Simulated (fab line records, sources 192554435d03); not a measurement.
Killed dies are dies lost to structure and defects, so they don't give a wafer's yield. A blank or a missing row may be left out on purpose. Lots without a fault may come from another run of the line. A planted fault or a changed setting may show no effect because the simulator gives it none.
Chamber matching | flow n5_finfet | N5_BEOL_M0_STRIP_140 on rie_diel-05: 4 sister chambers
The step strips in CF4. 8 wafers are shown with their chamber, then 7 later ones without.

WAFERS WITH THEIR CHAMBER
wafer  | chamber | throttle_valve_pct (%) | oes_product_au (a.u.)
L076.5 | 3       | 13.90                  | 0.69
L082.5 | 1       | 13.04                  | 0.92
L082.6 | 2       | 13.59                  | 0.83
L083.2 | 1       | 13.06                  | 0.92
L083.3 | 2       | 13.58                  | 0.84
L083.5 | 3       | 13.95                  | 0.68
L084.1 | 0       | 13.32                  | 0.77
L084.4 | 0       | 13.33                  | 0.76

WAFERS WITHOUT THEIR CHAMBER
wafer  | throttle_valve_pct (%) | oes_product_au (a.u.)
L084.6 | 13.06                  | 0.92
L093.1 | 13.63                  | 0.80
L093.2 | 13.36                  | 0.76
L093.4 | 13.10                  | 0.87
L094.1 | 13.38                  | 0.75
L094.2 | 13.66                  | 0.80
L094.3 | 13.42                  | 0.92

WHICH CHAMBER EACH WENT THROUGH
wafer  | from the rows above | in truth
L084.6 | 1                   | 1
L093.1 | 2                   | 2
L093.2 | 0                   | 0
L093.4 | 1                   | 1
L094.1 | 0                   | 0
L094.2 | 2                   | 2
L094.3 | 2                   | 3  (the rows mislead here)
Placed correctly: 6 of 7. Can't be placed from these rows: 0. Placed wrongly: 1.
How it was worked out, from the rows above alone: a wafer's distance from a chamber is the root of the sum, over the readings, of the square of ((its reading less the chamber's mean) divided by the reading's scatter). The wafer belongs to the nearest chamber; if the next one is less than 2 further off, it can't be placed. A chamber's mean is the mean of its shown wafers. The scatter: the root of (the sum of the squares of (reading less its chamber's mean) over the shown wafers, divided by (wafers less chambers)).
